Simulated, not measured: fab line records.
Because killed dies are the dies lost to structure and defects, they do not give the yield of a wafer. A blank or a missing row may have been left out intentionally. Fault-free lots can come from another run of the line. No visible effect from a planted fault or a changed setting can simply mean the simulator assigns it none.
Matching of chambers ; flow nand_harc ; NHARC_P_BONDPAD_ETCH_24 on rie_diel-09 has 4 sister chambers
The step etches the open film in CF4/N2, target depth 30 nm, time 72.99 s. 4 wafers are shown with their chamber, then 9 later ones without.

WAFERS PAIRED WITH THEIR CHAMBERS
wafer;chamber;showerhead_plenum_p_Torr (Torr)
L170.1;2;2.49
L172.2;3;2.54
L172.4;1;2.74
L172.5;0;2.49

WAFERS WITH NO CHAMBER GIVEN
wafer;showerhead_plenum_p_Torr (Torr)
L176.1;2.49
L176.2;2.48
L176.4;2.48
L185.2;2.49
L185.4;2.48
L185.6;2.54
L186.1;2.49
L186.2;2.48
L186.3;2.74

WHICH CHAMBER EACH ONE RAN IN
wafer;from the rows above;in truth
L176.1;can't be placed: 0 or 2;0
L176.2;can't be placed: 0 or 2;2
L176.4;can't be placed: 0 or 2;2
L185.2;can't be placed: 0 or 2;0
L185.4;can't be placed: 0 or 2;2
L185.6;3;3
L186.1;can't be placed: 0 or 2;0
L186.2;can't be placed: 0 or 2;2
L186.3;1;1
Placed correctly: 2 of 9. From these rows, 7 cannot be placed; in 7 the true chamber is one of the candidates. Placed wrongly: 0.
How it was worked out, from the rows above alone: a wafer's distance from a chamber is the root of the sum, over the readings, of the square of ((its reading less the chamber's mean) divided by the reading's scatter). The wafer belongs to the nearest chamber; if the next one is less than 2 further off, it can't be placed. Each chamber's mean is taken over the wafers shown for it. The scatter (one wafer shown for each chamber): square how far every hidden wafer sits from the nearest shown wafer, average those squares and take the square root.
